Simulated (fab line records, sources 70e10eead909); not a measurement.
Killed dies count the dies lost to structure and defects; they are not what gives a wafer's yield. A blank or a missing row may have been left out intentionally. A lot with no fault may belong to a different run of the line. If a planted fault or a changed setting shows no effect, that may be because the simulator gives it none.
The tool behind it: which one? ; flow nand-harc ; 20 wafers from 7 lots sampled at 2 of the route's 1302 steps

== WHAT THE GAUGES READ, wafer by wafer ==
NHARC_A_DECK1_JOINT_THK_MEAS_17: measures by ellipsometry.
lot;measured;on;thk-nm (nm)
L623;day 12 16:49;film-metro-02;45.1 44.7 44.1
L625;day 13 12:08;film-metro-01;45.9 44.0 46.3
L630;day 15 21:28;film-metro-02;44.0 44.3 46.7
L632;day 16 22:11;film-metro-01;45.8 46.3 43.4
L641;day 19 21:53;film-metro-01;44.7 46.3
L642;day 21 08:17;film-metro-01;45.1 46.0 43.1
L644;day 22 02:53;film-metro-02;43.6 44.9 45.0

== TOOL THAT RAN EACH LOT (tool first, then ch and the chambers of the sampled wafers, then the start) ==
lot;NHARC_A_CHANNEL_FILL_D1_ALD_16
L623;ald-hk-01 ch 0,1,3, day 9 15:54
L625;ald-hk-02 ch 0,3, day 10 11:19
L630;ald-hk-03 ch 0,1,3, day 12 22:57
L632;ald-hk-02 ch 1,2,3, day 13 17:01
L641;ald-hk-01 ch 0,2, day 16 23:30
L642;ald-hk-01 ch 1,3, day 18 07:20
L644;ald-hk-02 ch 1,2, day 19 01:16
- NHARC_A_CHANNEL_FILL_D1_ALD_16: deposits SiO2, target thk 1.5 nm, pulse time 10 s, ald cycles 15.

== THE ANSWER, worked out from the rows above alone ==
Rule: the usual values come from the lots themselves. The widest of any qualifying gaps counts: lots, ordered by their means at a reading, are off when they make up no more than a third of the lots, leave a main group of 4 or more, and stand apart from it by 3 or more times the standard deviation of that group's means. If all means in a main group match to the digits the tables above print for the reading, that group is not used. Also off: a lot with no number at a reading for which 4 or more lots have one. Where the step has rows for the other lots, those lots are counted as sound.
None of the lots is off at any reading shown; this tells nothing.

== WHAT HAD BEEN PUT IN BY THE SIMULATOR ==
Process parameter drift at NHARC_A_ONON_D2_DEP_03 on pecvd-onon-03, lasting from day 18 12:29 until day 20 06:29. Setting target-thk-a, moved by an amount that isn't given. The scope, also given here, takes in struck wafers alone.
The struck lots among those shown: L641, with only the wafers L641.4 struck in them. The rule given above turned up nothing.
